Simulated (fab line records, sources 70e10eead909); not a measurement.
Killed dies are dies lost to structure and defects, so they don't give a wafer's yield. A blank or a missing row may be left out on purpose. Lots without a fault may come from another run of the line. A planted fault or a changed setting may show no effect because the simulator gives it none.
A struck lot beside a sound one | flow nand_harc | 14 steps out of a route of 1302
Sound: wafers L446.3, L446.4, L446.6. Struck: wafer L440.5. (L440.6 of the same lot was not struck and is left out.) The cause comes at the end.
At each step with rows: each side's tool, then ch and its chambers, then its first start. Under that, the readings that differ: sound wafers | struck wafers | difference of the means | sigmas: that difference in standard deviations of wafers without a fault.
alike: readings whose means differ by less than 2 such deviations, and words and numbers that are the same on both sides. not compared: withheld readings, readings that some wafer has no value for, bounds like >300 that may hide the same value, and numbers for which the record gives no deviation and whose values overlap.
The two part at a step that has a row with sigmas, a row that says differs or no value, or rows on one side only. Numbers that don't overlap but have no deviation are shown without sigmas and don't part them. A reading that every wafer of one side lacks parts them only if that side has two wafers or more.

first, 4 steps without rows for these wafers: NHARC_A_WL_FILL_STRIP_28 (strips in post etch residue remover, time 1200 s); NHARC_A_WL_FILL_PRECLEAN_06 (cleans in DIW, time 300 s); NHARC_A_WL_FILL_SRD_07; NHARC_A_WL_FILL_ANNEAL_08 (time 1800 s).
NHARC_A_WL_FILL_ALD_10: deposits SiO2, target thk 50 nm, pulse time 10 s, ald cycles 500.
  sound on ald_hk-04 ch 0,1,2, day 27 00:11; struck on ald_hk-02 ch 1, day 24 03:23
  alike: heater_power_w, precursor_pulse_height_rel, susceptor_temp_C
NHARC_A_WL_FILL_ETCHBACK_16: etches the open film in C4F8/O2/Ar, target depth 120 nm, time 24 s.
  sound on rie_diel-11 ch 0,1,3; struck on rie_diel-02 ch 3
  alike: oes_product_au, rf_vpp_V, run_length_s
  not compared: rf_hours_counter_h
NHARC_A_WL_FILL_STRIP_29: strips in O2, time 20 s.
  sound on rie_diel-11 ch 2,3, day 27 06:00; struck on rie_diel-02 ch 2, day 24 06:06
  reading                         | sound          | struck | difference | sigmas
  showerhead_plenum_p_Torr (Torr) | 3.60 3.76 3.76 | 3.37   | -0.34      | -3
  alike: drypump_motor_current_A, oes_product_au, rf_vpp_V, throttle_valve_pct
  not compared: rf_hours_counter_h
NHARC_A_WL_FILL_ETCHBACK_17: etches the open film in Cl2/BCl3, target depth 4 nm, time 26.7 s.
  sound on rie_metal-02 ch 0,1, day 27 06:08; struck on rie_metal-03 ch 0, day 24 06:15
  alike: drypump_motor_current_A, he_backside_leak_sccm, oes_product_au, run_length_s
  not compared: rf_hours_counter_h
then, 3 steps without rows for these wafers: NHARC_A_WL_FILL_PRECLEAN_18 (cleans in dHF, time 30 s); NHARC_A_WL_FILL_SRD_21; NHARC_A_WL_FILL_CVD_23 (deposits poly-Si, target thk 40 nm, time 800 s).
NHARC_A_WL_FILL_ETCHBACK_26: etches the open film in HBr, target depth 52 nm, time 13.3 s.
  sound on rie_si-04 ch 1,2,3, day 27 09:12; struck on rie_si-01 ch 0, day 24 11:29
  reading          | sound          | struck | difference | sigmas
  run_length_s (s) | 35.0 34.5 34.5 | 29.7   | -5.0       | -13
  alike: drypump_motor_current_A, he_backside_leak_sccm, oes_product_au, throttle_valve_pct
  not compared: rf_hours_counter_h
then, 2 steps without rows for these wafers: NHARC_A_WL_FILL_PRECLEAN_30 (cleans in dHF, time 10 s); NHARC_END_SORT_01.

WHERE THEY PART
First at NHARC_A_WL_FILL_STRIP_29; last, within this record, at NHARC_A_WL_FILL_ETCHBACK_26.

WHY: what the simulator had put in
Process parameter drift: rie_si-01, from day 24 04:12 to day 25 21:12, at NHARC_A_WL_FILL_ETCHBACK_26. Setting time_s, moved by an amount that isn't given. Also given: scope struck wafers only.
